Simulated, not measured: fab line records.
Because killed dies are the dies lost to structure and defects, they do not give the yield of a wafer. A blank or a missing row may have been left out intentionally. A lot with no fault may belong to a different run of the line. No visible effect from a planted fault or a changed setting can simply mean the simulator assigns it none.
fab line records	flow n5Finfet
[record] lots = 10	wafers = 29	lastDay = 20
route steps=1938 shown BEOL_M9@1404 PASSIVATION@1936
lots that met no fault: taken from a fault-free run of the same line
startH: start of the lot's first displayed wafer, in hours after the record's first day	waitH: time in hours since the lot's previous step	" identical to the entry in the row above	L1.1+2: a single row standing in for several wafers	- no value, or no start given	* or withheld: withheld	< > ~ a bound
route shown NAME@n: names a module that has steps shown in the file, with the first one's number in the route	usual: mean/standard deviation taken from wafers without a fault	same: alike in all rows	chamber/n: place in a boat	sites: per-site readings	_std_site: their standard deviation	_edge_site: mean of outer sites minus mean of inner sites	radiusMm: for every site, how far away it sits from the centre of the wafer	mask NAME#n: copy n	behind: the tool/chamber that last shaped the wafer	hold: why the lot went on hold/how many hours it stayed there/how the hold came to an end	device: the n, p or np transistor that did not switch	end of line: the same wafers' tests at the end of the route	where a step has no rows: the recipe by itself	killed: not the wafer's yield, but the dies lost to structure and defects at the first sort	map: per-die view of a wafer (x killed, . not killed, _ where there is no die)
set.NAME: the run value of the setting; set.NAME@STEP: its run value at that earlier step	model.NAME: the simulator's own value behind a step, which no gauge read
the route's steps for a sample of lots (tables are steps, rows are wafers)
services: the hour from which a tool's chamber was out of use, counted from the record's first day as startH (under 0 if before that day), plus the number of hours and why
[[steps]]
[step N5_BEOL_M9_PECVD_70]
[recipe] material = SiO2	targetThkA = 200	tempC = 400	precursor = TEOS/O2	pressureTorr = 5.5	rfW = 450	teosFlowSccm = 53.8	gas = O2	flowSccm = 3000	timeS = 22.7
[usual] heaterPowerW = 767/110	showerheadPlenumPTorr = 8.77/0.063	throttleValvePct = 22.3/0.53
lot.wafer	tool	chamber	startH	waitH	heaterPowerW	showerheadPlenumPTorr	throttleValvePct
L828.3	pecvd-02	1	246.56	0.0	663	8.68	22.1
L828.4	"	0	"	"	715	8.69	22.9
L828.5	"	1	"	"	663	8.67	22.2
L829.2	pecvd-02	0	277.82	0.0	711	8.70	22.8
L829.4	"	0	"	"	712	8.70	22.7
L829.6	"	2	"	"	1000	8.80	22.2
L832.1	pecvd-04	1	298.59	0.0	861	8.81	22.8
L832.3	"	0	"	"	650	8.78	22.8
L832.4	"	0	"	"	668	8.78	22.4
L834.1	pecvd-03	2	307.43	0.0	766	8.70	20.9
L834.2	"	0	"	"	618	8.87	22.5
L834.5	"	1	"	"	712	8.86	22.2
L835.1	pecvd-02	1	312.82	0.0	676	8.68	22.3
L835.3	"	2	"	"	873	8.79	22.1
L835.4	"	0	"	"	641	8.71	22.9
L837.1	pecvd-02	2	316.38	0.0	1025	8.82	22.0
L837.5	"	0	"	"	758	8.72	22.8
L837.6	"	2	"	"	1023	8.80	22.3
L840.2	pecvd-02	0	334.82	0.0	725	8.69	22.8
L840.3	"	2	"	"	887	8.78	22.4
L847.3	pecvd-03	1	361.36	0.0	687	8.86	22.0
L847.5	"	1	"	"	723	8.88	21.7
L847.6	"	0	"	"	693	8.86	22.4
L851.1	pecvd-03	1	393.67	0.0	670	8.86	22.1
L851.2	"	2	"	"	862	8.72	21.1
L851.6	"	1	"	"	693	8.84	22.0
L849.1	pecvd-04	2	415.77	0.0	732	8.74	22.1
L849.4	"	2	"	"	740	8.74	22.3
L849.6	"	0	"	"	707	8.79	22.6
[step N5_BEOL_M9_STRIP_80]
[recipe] chemistry = N2/H2	timeS = 10	powerW = 450	tempC = 40	pressureMtorr = 20	rfFrequencyHz = 6e+07	biasPowerW = 7	n2FlowSccm = 200	h2FlowSccm = 200
[usual] chamberPressureMTorr = 20.002/0.018	drypumpMotorCurrentA = 5.9/0.57	oesProductAu = 0.79/0.078	rfVppV = 59.2/0.85	showerheadPlenumPTorr = 2.53/0.079	throttleValvePct = 23.80/0.2
lot.wafer	tool	chamber	startH	waitH	chamberPressureMTorr	drypumpMotorCurrentA	oesProductAu	rfHoursCounterH	rfVppV	showerheadPlenumPTorr	throttleValvePct
L828.3	rieDiel-01	1	-	-	19.984	6.3	0.73	162	60.6	2.53	23.69
L828.4	"	1	"	"	20.024	6.3	0.74	-	59.0	2.53	23.67
L828.5	"	3	"	"	19.997	6.0	0.91	-	59.0	2.48	23.65
L829.2	rieDiel-03	0	-	-	19.999	5.5	0.70	225	60.7	2.50	23.84
L829.4	"	1	"	"	19.982	6.1	0.72	180	58.9	2.42	23.55
L829.6	"	0	"	"	20.009	5.6	0.71	-	60.3	2.50	23.83
L832.1	rieDiel-01	1	-	-	19.976	6.3	0.73	182	57.6	2.52	23.71
L832.3	"	0	"	"	19.992	6.6	0.76	131	56.9	2.44	23.99
L832.4	"	2	"	"	20.001	6.4	0.84	54	58.4	2.69	24.07
L834.1	rieDiel-01	3	-	-	20.015	6.0	0.87	46	58.3	2.47	23.67
L834.2	"	1	"	"	20.015	6.3	0.72	184	59.3	2.52	23.71
L834.5	"	2	"	"	19.966	6.4	0.84	-	59.4	2.69	24.09
L835.1	rieDiel-06	0	-	-	19.999	6.4	0.94	4	58.7	2.60	23.85
L835.3	"	2	"	"	20.009	6.4	0.74	189	58.6	2.42	23.85
L835.4	"	3	"	"	19.970	5.2	0.78	94	59.1	2.56	24.09
L837.1	rieDiel-06	2	-	-	19.992	6.4	0.74	190	59.4	2.42	23.85
L837.5	"	0	"	"	20.010	6.5	0.93	-	60.4	2.60	23.86
L837.6	"	3	"	"	20.011	5.2	0.78	-	61.3	2.56	24.11
L840.2	rieDiel-06	1	-	-	20.027	5.2	0.90	29	58.6	2.59	23.42
L840.3	"	0	"	"	20.009	6.4	0.92	12	60.0	2.60	23.87
L847.3	rieDiel-03	1	-	-	20.022	6.1	0.70	200	59.0	2.41	23.56
L847.5	"	3	"	"	20.022	5.3	0.82	-	58.4	2.57	23.81
L847.6	"	0	"	"	20.022	5.6	0.69	-	60.2	2.49	23.86
L851.1	rieDiel-01	1	-	-	20.029	6.3	0.71	209	59.3	2.51	23.76
L851.2	"	0	"	"	20.009	6.6	0.74	159	58.8	2.43	24.03
L851.6	"	1	"	"	19.996	6.3	0.71	-	59.9	2.51	23.74
L849.1	rieDiel-03	3	-	-	20.006	5.3	0.80	109	59.3	2.56	23.83
L849.4	"	1	"	"	19.995	6.1	0.69	218	59.5	2.41	23.60
L849.6	"	1	"	"	19.999	6.1	0.69	-	59.3	2.41	23.58
[step N5_BEOL_M9_PRE_CLEAN_45]
[recipe] gas = H2/He	timeS = 30	tempC = 250
[usual] heaterPowerW = 334/26
lot.wafer	tool	chamber	startH	waitH	heaterPowerW
L828.3	pvdSputter-01	-	249.38	0.0	382
L828.4	"	-	"	"	329
L828.5	"	-	"	"	359
L829.2	pvdSputter-01	-	281.88	0.0	365
L829.4	"	-	"	"	293
L829.6	"	-	"	"	330
L832.1	pvdSputter-02	-	306.08	0.0	307
L832.3	"	-	"	"	335
L832.4	"	-	"	"	343
L834.1	pvdSputter-03	-	313.09	0.0	365
L834.2	"	-	"	"	299
L834.5	"	-	"	"	296
L835.1	pvdSputter-01	-	317.95	0.0	372
L835.3	"	-	"	"	297
L835.4	"	-	"	"	381
L837.1	pvdSputter-03	-	321.82	0.0	361
L837.5	"	-	"	"	293
L837.6	"	-	"	"	360
L840.2	pvdSputter-03	-	341.25	0.0	357
L840.3	"	-	"	"	298
L847.3	pvdSputter-03	-	370.66	0.0	371
L847.5	"	-	"	"	296
L847.6	"	-	"	"	362
L851.1	pvdSputter-02	-	400.99	0.0	337
L851.2	"	-	"	"	308
L851.6	"	-	"	"	346
L849.1	pvdSputter-03	-	425.33	0.0	305
L849.4	"	-	"	"	351
L849.6	"	-	"	"	366
[step N5_BEOL_M9_ALD_74]
[recipe] material = TaN	targetThkA = 20	tempC = 275	aldPrecursorFamily = PDMAT	aldCoReactant = NH3	pressureTorr = 3	carrierFlowSccm = 1500	pulseTimeS = 2	purgeTimeS = 3	coReactantPurgeTimeS = 2	coReactantPulseTimeS = 3	aldCycles = 40	precursorVesselTempC = 75	precursorVesselPressureTorr = 26.25	precursorVesselCarrierSccm = 1000
[usual] heaterPowerW = 428/52
lot.wafer	tool	chamber	startH	waitH	heaterPowerW
L828.3	aldMetal-01	1	249.44	0.0	392
L828.4	"	3	"	"	449
L828.5	"	3	"	"	461
L829.2	aldMetal-01	3	281.94	0.0	452
L829.4	"	0	"	"	445
L829.6	"	1	"	"	391
L832.1	aldMetal-01	2	306.17	0.1	384
L832.3	"	3	"	"	458
L832.4	"	0	"	"	459
L834.1	aldMetal-04	1	313.17	0.1	442
L834.2	"	2	"	"	367
L834.5	"	0	"	"	523
L835.1	aldMetal-01	3	318.01	0.0	455
L835.3	"	1	"	"	388
L835.4	"	2	"	"	392
L837.1	aldMetal-04	2	321.88	0.0	368
L837.5	"	0	"	"	532
L837.6	"	1	"	"	443
L840.2	aldMetal-04	1	341.31	0.0	432
L840.3	"	2	"	"	366
L847.3	aldMetal-03	2	370.79	0.1	407
L847.5	"	2	"	"	398
L847.6	"	1	"	"	356
L851.1	aldMetal-03	3	401.07	0.1	379
L851.2	"	1	"	"	375
L851.6	"	0	"	"	413
L849.1	aldMetal-04	0	425.39	0.0	515
L849.4	"	1	"	"	435
L849.6	"	1	"	"	433
[step N5_BEOL_M9_CMP_52]
[recipe] stopOn = SiCOH_lowk	tOverpolishS = 7	downForcePsi = 1	platenRpm = 50	clearingPlatenDownForcePsi = 1.5	clearingPlatenRpm = 50	postCmpClean = cuAlkaline	targetThkNm = 140	clearingPlatenPadVelocityMS = 0.99484	padVelocityMS = 0.99484
[usual] barrierFieldEndpointS = 28.6/0.66	motorCurrentA = 6.2/0.64
lot.wafer	tool	chamber	startH	waitH	barrierFieldEndpointS	motorCurrentA
L828.4	cmp-03	1	251.20	0.8	29.4	6.4
L828.3	"	3	"	"	29.0	6.6
L828.5	"	1	"	"	29.4	6.1
L829.2	cmp-01	1	283.49	0.2	28.6	5.9
L829.4	"	3	"	"	28.5	6.3
L829.6	"	1	"	"	27.9	6.0
L832.1	cmp-03	1	307.47	0.3	28.1	6.5
L832.3	"	2	"	"	27.8	6.4
L832.4	"	3	"	"	29.0	6.4
L834.2	cmp-02	2	314.37	0.2	27.7	7.1
L834.1	"	3	"	"	28.3	5.2
L834.5	"	2	"	"	28.2	7.1
L835.3	cmp-01	1	319.33	0.2	27.9	5.7
L835.4	"	2	"	"	29.0	6.5
L835.1	"	0	"	"	28.7	5.4
L837.1	cmp-01	2	323.14	0.4	28.2	6.2
L837.6	"	3	"	"	28.3	6.0
L837.5	"	0	"	"	28.0	5.6
L840.2	cmp-03	0	342.76	0.2	28.2	6.3
L840.3	"	2	"	"	20.1	7.1
L847.3	cmp-01	1	372.38	0.3	28.4	5.8
L847.5	"	3	"	"	28.5	6.0
L847.6	"	0	"	"	28.9	5.2
L851.2	cmp-01	2	402.14	0.2	28.7	6.7
L851.1	"	3	"	"	27.9	5.7
L851.6	"	2	"	"	28.8	6.4
L849.4	cmp-01	2	426.60	0.2	29.4	6.4
L849.1	"	3	"	"	28.7	6.0
L849.6	"	0	"	"	29.1	5.6
[step N5_PASSIVATION_PROBE_49]
[usual] defectLimitedYield = 90.8/1.7	killed_at_M0_to_M3 = 37/12	killed_at_M4_up = 15/5.6	killedAtContacts = 13/6.9	killedAtFrontEnd = 40/11	killedAtOther = 4/3.2	killedDies = 109/20	killedOpen = 73/15	killedShort = 35/8.3	sort_bin_5_function = 5.4/1.1	sort_bin_6_memory = 3.5/0.73	sortNPass = 1071/20	sortYieldPct = 90.8/1.7
[same] grossDies = 1180	killedAtBackSide = 0	sort_bin_4_leakage[%] = 0	sort_bin_8_speed[%] = 0
lot.wafer	tool	chamber	startH	waitH	defectLimitedYield[%]	killed_at_M0_to_M3	killed_at_M4_up	killedAtContacts	killedAtFrontEnd	killedAtOther	killedDies	killedOpen	killedShort	sort_bin_5_function[%]	sort_bin_6_memory[%]	sortNPass	sortYieldPct[%]
L829.2	prober-01	-	341.71	0.1	91.9	36	24	6	26	4	96	61	34	5.3	2.5	1084	91.9
L829.4	prober-01	-	341.81	0.2	93.2	23	22	8	26	1	80	60	18	4.1	2.6	1100	93.2
L829.6	prober-01	-	341.91	0.3	88.8	62	30	6	32	2	132	84	47	6.6	4.1	1048	88.8
L832.1	prober-02	-	363.73	0.0	90.3	34	10	24	43	4	115	74	39	5.5	3.7	1065	90.3
L832.3	prober-02	-	363.83	0.1	91.8	30	10	15	42	0	97	63	33	5.0	3.0	1083	91.8
L832.4	prober-02	-	363.88	0.2	91.4	23	10	18	46	4	101	62	37	4.6	3.6	1079	91.4
L834.1	prober-02	-	376.34	0.0	88.3	43	8	13	70	4	138	103	34	6.6	4.9	1042	88.3
L834.2	prober-02	-	376.39	0.1	92.1	24	14	14	41	0	93	64	29	5.3	2.3	1087	92.1
L834.5	prober-02	-	376.54	0.2	89.2	43	13	5	59	7	127	83	44	6.7	3.7	1053	89.2
L835.1	prober-01	-	377.42	0.0	87.4	49	11	25	54	10	149	103	45	8.3	4.1	1031	87.4
L835.3	prober-01	-	377.52	0.1	90.6	30	14	27	34	6	111	74	36	6.1	3.0	1069	90.6
L835.4	prober-01	-	377.57	0.2	89.7	35	16	25	43	3	122	82	40	5.4	4.6	1058	89.7
// killed by level:class
L829.2 BEOL_M4:geometricParticle:open=13 BEOL_M0_SAQP:geometricParticle:short=11 BEOL_M0_SAQP:geometricParticle:open=9 BEOL_M2:geometricParticle:open=6 DUMMY_GATE:geometricParticle:open=5 FIN_SAQP:geometricParticle:open=4 MOL_CONTACT_COAG:geometricParticle:open=4 STI_FIN_REVEAL:geometricParticle:open=3
L829.4 BEOL_M4:geometricParticle:open=12 MOL_CONTACT_COAG:geometricParticle:open=7 DUMMY_GATE:geometricParticle:open=6 BEOL_M0_SAQP:geometricParticle:open=5 BEOL_M3:geometricParticle:open=5 STI_FIN_REVEAL:geometricParticle:open=4 BEOL_M5:geometricParticle:open=4 BEOL_M0_SAQP:geometricParticle:short=4
L829.6 STI_FIN_REVEAL:geometricParticle:open=11 BEOL_M4:geometricParticle:open=11 BEOL_M0_SAQP:geometricParticle:open=9 BEOL_M0_SAQP:geometricParticle:short=8 BEOL_M2:geometricParticle:open=8 BEOL_M3:geometricParticle:open=8 FIN_SAQP:geometricParticle:open=7 BEOL_M0:geometricParticle:open=7
L832.1 MOL_CONTACT_COAG:geometricParticle:open=19 STI_FIN_REVEAL:geometricParticle:open=12 BEOL_M2:geometricParticle:open=10 FIN_SAQP:geometricParticle:short=7 BEOL_M0_SAQP:geometricParticle:short=6 MOL_CONTACT_COAG:geometricParticle:short=5 BEOL_M0:geometricParticle:open=5 FIN_SAQP:geometricParticle:open=4
L832.3 BEOL_M2:geometricParticle:open=13 STI_FIN_REVEAL:geometricParticle:open=11 MOL_CONTACT_COAG:geometricParticle:open=11 FIN_SAQP:geometricParticle:short=7 FIN_SAQP:geometricParticle:open=5 MOL_CONTACT_COAG:geometricParticle:short=4 BEOL_M0_SAQP:geometricParticle:short=4 BEOL_M1:geometricParticle:open=4
L832.4 MOL_CONTACT_COAG:geometricParticle:open=13 FIN_SAQP:geometricParticle:open=10 BEOL_M2:geometricParticle:open=9 FIN_SAQP:geometricParticle:short=6 STI_FIN_REVEAL:geometricParticle:open=6 STI_FIN_REVEAL:geometricParticle:short=5 DUMMY_GATE:geometricParticle:open=5 MOL_CONTACT_COAG:geometricParticle:short=5
L834.1 FIN_SAQP:geometricParticle:open=22 STI_FIN_REVEAL:geometricParticle:open=19 MOL_CONTACT_COAG:geometricParticle:open=13 BEOL_M1:geometricParticle:open=10 BEOL_M3:geometricParticle:open=8 GATE_CUT:geometricParticle:short=7 BEOL_M0_SAQP:geometricParticle:open=5 BEOL_M0:geometricParticle:open=5
L834.2 MOL_CONTACT_COAG:geometricParticle:open=12 FIN_SAQP:geometricParticle:short=11 FIN_SAQP:geometricParticle:open=8 STI_FIN_REVEAL:geometricParticle:open=8 DUMMY_GATE:geometricParticle:open=8 BEOL_M4:geometricParticle:open=5 BEOL_M0_SAQP:geometricParticle:short=4 BEOL_M7:geometricParticle:open=4
L834.5 FIN_SAQP:geometricParticle:open=17 STI_FIN_REVEAL:geometricParticle:open=13 BEOL_M0_SAQP:geometricParticle:short=12 BEOL_M0_SAQP:geometricParticle:open=11 FIN_SAQP:geometricParticle:short=8 BEOL_M1:geometricParticle:open=7 BEOL_M4:geometricParticle:open=7 BEOL_M2:geometricParticle:open=6
L835.1 MOL_CONTACT_COAG:geometricParticle:open=20 BEOL_M0_SAQP:geometricParticle:open=17 BEOL_M0_SAQP:geometricParticle:short=16 STI_FIN_REVEAL:geometricParticle:open=15 FIN_SAQP:geometricParticle:open=8 ILD0:geometricParticle:open=7 FIN_SAQP:geometricParticle:short=5 MOL_CONTACT_COAG:geometricParticle:short=5
L835.3 MOL_CONTACT_COAG:geometricParticle:open=20 BEOL_M0_SAQP:geometricParticle:short=10 BEOL_M0_SAQP:geometricParticle:open=9 FIN_SAQP:geometricParticle:open=6 GATE_CUT:geometricParticle:short=6 MOL_CONTACT_COAG:geometricParticle:short=6 GATE_CUT:geometricParticle:open=5 BEOL_M2:geometricParticle:open=4
L835.4 MOL_CONTACT_COAG:geometricParticle:open=21 FIN_SAQP:geometricParticle:short=9 BEOL_M1:geometricParticle:open=8 STI_FIN_REVEAL:geometricParticle:open=8 BEOL_M5:geometricParticle:open=8 FIN_SAQP:geometricParticle:open=7 BEOL_M2:geometricParticle:open=6 BEOL_M0_SAQP:geometricParticle:short=6
[[services]]
tool	chamber	startH	hours	kind
cmp-03	-	230.10	4.0	pm
aldMetal-04	-	235.58	8.7	pm
pecvd-02	-	239.28	0.8	repair
cmp-01	-	239.63	12.3	repair
cmp-03	-	246.85	3.4	repair
rieDiel-01	2	247.05	9.9	repair
cmp-03	-	262.37	2.5	repair
rieDiel-06	3	281.08	5.0	repair
rieDiel-06	1	284.55	4.9	repair
cmp-01	-	288.63	2.4	repair
rieDiel-03	-	293.56	16.0	repair
cmp-03	-	312.21	3.3	pm
cmp-03	-	318.05	1.8	repair
cmp-01	-	327.51	4.0	pm
aldMetal-04	-	331.47	2.8	pm
cmp-01	-	335.24	6.8	pm
aldMetal-01	-	335.40	2.4	repair
aldMetal-04	1	346.29	6.7	repair
pecvd-02	-	364.95	0.5	repair
pecvd-02	2	373.92	5.9	repair
cmp-01	-	384.90	4.7	repair
rieDiel-03	-	403.77	0.4	repair
pvdSputter-03	-	415.65	1.7	repair
cmp-01	-	420.08	4.2	pm
[[key]]
[firstSign] step = N5_BEOL_M9_CMP_52	reading = barrierFieldEndpointS	direction = down	sigmas = 13	usual = 28.6	struck = 20.1
effect none on later readings
metAt N5_BEOL_M9_PECVD_70
struckLots L840
struckWafers L840.3
notActingAt N5_BEOL_M9_STRIP_80,N5_BEOL_M9_PRE_CLEAN_45,N5_BEOL_M9_ALD_74
onsetBetween 316.38 334.82
[fault] kind = processParameterDrift	tool = pecvd-02	chamber = -	onsetH = 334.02	steps = N5_BEOL_M9_PECVD_70	channel = timeS	offset = *	shape = step	endH = 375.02	scope = struckWafersOnly	actsIn = *	stated = *
